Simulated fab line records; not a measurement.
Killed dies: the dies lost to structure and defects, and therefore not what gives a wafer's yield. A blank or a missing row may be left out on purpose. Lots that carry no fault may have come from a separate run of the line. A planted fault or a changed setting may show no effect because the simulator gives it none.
Which tool did it? + flow n5Finfet + 29 wafers from 10 lots sampled at 4 of the route's 1938 steps

WHAT EACH GAUGE READ, for each wafer
N5_BEOL_M2_OVL_MEAS_12.
| lot  | measured     | on         | M2_OVL (nm)    |
|------|--------------|------------|----------------|
| L785 | day 6 14:38  | overlay-01 | 1.2 0.9 0.3    |
| L786 | day 7 05:01  | overlay-01 | 0.7 0.7 0.9    |
| L793 | day 8 21:23  | overlay-02 | 0.7 0.5 0.8    |
| L798 | day 9 22:14  | overlay-02 | 0.6 -0.2 0.6   |
| L797 | day 10 08:02 | overlay-02 | 13.3 12.8 13.3 |
| L800 | day 10 17:04 | overlay-01 | 13.2 13.1 13.5 |
| L801 | day 11 06:48 | overlay-02 | 0.7 0.7 0.5    |
| L802 | day 11 06:50 | overlay-01 | 0.1 0.6 0.0    |
| L804 | day 12 03:36 | overlay-02 | -0.2 -0.3      |
| L805 | day 12 03:39 | overlay-01 | 1.3 1.4 1.2    |

TOOL THAT RAN EACH LOT (tool first, then ch and the chambers of the sampled wafers, then the start)
| lot  | N5_BEOL_M1_ANNEAL_95        | N5_BEOL_M2_PECVD_72             | N5_BEOL_M2_EXPOSE_08             |
|------|-----------------------------|---------------------------------|----------------------------------|
| L785 | pvdSputter-01, day 6 11:25  | pecvd-01 ch 0, day 6 12:51      | euvScanner-01 ch 0, day 6 14:29  |
| L786 | pvdSputter-02, day 7 01:14  | pecvd-01 ch 0,2, day 7 02:43    | euvScanner-02 ch 0, day 7 04:51  |
| L793 | pvdSputter-02, day 8 18:39  | pecvd-04 ch 0,1,2, day 8 20:02  | euvScanner-02 ch 0, day 8 21:14  |
| L798 | pvdSputter-02, day 9 19:54  | pecvd-03 ch 1,2, day 9 21:15    | euvScanner-02 ch 0, day 9 22:04  |
| L797 | pvdSputter-02, day 10 04:58 | pecvd-01 ch 1,2, day 10 06:21   | euvScanner-02 ch 0, day 10 07:52 |
| L800 | pvdSputter-02, day 10 13:20 | pecvd-01 ch 0,2, day 10 14:44   | euvScanner-02 ch 0, day 10 16:54 |
| L801 | pvdSputter-01, day 11 04:35 | pecvd-03 ch 0,1,2, day 11 06:00 | euvScanner-01 ch 0, day 11 06:38 |
| L802 | pvdSputter-03, day 11 05:00 | pecvd-04 ch 0,1, day 11 06:22   | euvScanner-01 ch 0, day 11 06:41 |
| L804 | pvdSputter-03, day 12 01:00 | pecvd-04 ch 0,1, day 12 02:25   | euvScanner-01 ch 0, day 12 03:26 |
| L805 | pvdSputter-02, day 12 01:13 | pecvd-04 ch 0,1,2, day 12 02:36 | euvScanner-01 ch 0, day 12 03:29 |
- N5_BEOL_M1_ANNEAL_95: time 240 s.
- N5_BEOL_M2_PECVD_72: deposits SiO2 from TEOS/O2, target thk 16 nm, time 18 s.
- N5_BEOL_M2_EXPOSE_08: exposes mask M2.

THE ANSWER, worked out from the rows above alone
Rule: usual is defined by the lots themselves. Put in order of their means at a reading, lots are off if they are a third of the lots or fewer, leave a main group of 4 or more, and stand apart from it by a gap of 3 or more times the standard deviation of the main group's means; of several such gaps the widest counts. A main group is skipped when, at the precision printed for the reading in the tables above, its means are all equal. Also off: a lot with no number at a reading for which 4 or more lots have one. All remaining lots with rows at the step are treated as sound.
Off: L797, L800, seen at N5_BEOL_M2_OVL_MEAS_12 (M2_OVL). The main group: mean 0.6 nm, standard deviation 0.43.
If a tool, at a process step before that reading, ran all the lots that are off and no sound lot after the first of them, it fits. Gauges at N5_BEOL_M2_OVL_MEAS_12: tried the same way as those tools. Undecided on this evidence; 2 tools fit (pecvd-01 at N5_BEOL_M2_PECVD_72, euvScanner-02 at N5_BEOL_M2_EXPOSE_08).

WHAT THE SIMULATOR HAD PUT IN
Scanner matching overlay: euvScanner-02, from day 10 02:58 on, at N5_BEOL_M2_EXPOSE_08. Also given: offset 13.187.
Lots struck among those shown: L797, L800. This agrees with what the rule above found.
